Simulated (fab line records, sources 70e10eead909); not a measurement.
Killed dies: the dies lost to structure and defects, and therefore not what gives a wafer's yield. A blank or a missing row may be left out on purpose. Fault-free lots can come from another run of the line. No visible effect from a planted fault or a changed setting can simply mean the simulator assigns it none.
Matching of chambers -- flow nand harc -- NHARC_A_STAIRCASE_ETCH_169 on rie diel-06 has 4 sister chambers
The step etches the open film in CH3F/O2, target depth 50 nm, time 107.1 s. 4 wafers are shown with their chamber, then 9 later ones without.

== WAFERS WITH THEIR CHAMBER ==
wafer,chamber,showerhead plenum p Torr (Torr)
L080.1,1,2.34
L088.2,2,2.63
L088.5,0,2.38
L088.6,3,2.38

== WAFERS WITHOUT THEIR CHAMBER ==
wafer,showerhead plenum p Torr (Torr)
L089.2,2.38
L089.4,2.63
L089.5,2.33
L096.1,2.37
L096.4,2.32
L096.6,2.37
L097.1,2.62
L097.3,2.37
L097.5,2.62

== CHAMBER TAKEN BY EACH ==
wafer,from the rows above,in truth
L089.2,can't be placed: 0 or 3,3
L089.4,2,2
L089.5,1,1
L096.1,can't be placed: 0 or 3 or 1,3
L096.4,1,1
L096.6,can't be placed: 0 or 3 or 1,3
L097.1,2,2
L097.3,can't be placed: 0 or 3 or 1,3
L097.5,2,2
Placed correctly: 5 of 9. These rows do not allow placing 4 (true chamber among the candidates in 4). Placed wrongly: 0.
How it was worked out, from the rows above alone: a wafer's distance from a chamber is the root of the sum, over the readings, of the square of ((its reading less the chamber's mean) divided by the reading's scatter). If the next closest chamber is less than 2 further off than the closest, the wafer can't be placed; otherwise it belongs to the closest. For every chamber, the mean is computed from those of its wafers that are shown. The scatter (one wafer shown for each chamber): square how far every hidden wafer sits from the nearest shown wafer, average those squares and take the square root.
